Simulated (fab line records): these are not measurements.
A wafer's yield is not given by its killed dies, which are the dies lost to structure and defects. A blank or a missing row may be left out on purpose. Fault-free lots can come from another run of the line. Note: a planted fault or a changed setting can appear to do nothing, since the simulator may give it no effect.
Chamber matching ; flow n5-finfet ; 4 sister chambers for N5_BEOL_M0_CUTY_ETCH_63 on rie-diel-06
The step etches SOC in N2/H2, target depth 82.7 nm, overetch 16.5 nm, time 124 s. 4 wafers are shown with their chamber, then 7 later ones without.

## WAFERS WITH THEIR CHAMBER
wafer;chamber;showerhead-plenum-p-Torr (Torr)
L079.1;1;2.52
L090.6;0;2.64
L092.1;2;2.41
L092.2;3;2.63

## WAFERS WITH NO CHAMBER GIVEN
wafer;showerhead-plenum-p-Torr (Torr)
L092.4;2.64
L095.2;2.63
L095.4;2.40
L095.5;2.40
L094.1;2.63
L094.3;2.40
L094.6;2.51

## EACH ONE'S CHAMBER
wafer;from the rows above;in truth
L092.4;can't be placed: 0 or 3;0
L095.2;can't be placed: 3 or 0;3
L095.4;2;2
L095.5;2;2
L094.1;can't be placed: 3 or 0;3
L094.3;2;2
L094.6;1;1
Correctly placed: 4 of 7. These rows do not allow placing 3 (true chamber among the candidates in 3). Wrongly placed: 0.
How it was worked out, from the rows above alone: a wafer's distance from a chamber is the root of the sum, over the readings, of the square of ((its reading less the chamber's mean) divided by the reading's scatter). The wafer belongs to the nearest chamber; if the next one is less than 2 further off, it can't be placed. For every chamber, the mean is computed from those of its wafers that are shown. The scatter: root of mean squared gap, hidden wafer to nearest shown wafer, with one shown wafer a chamber.
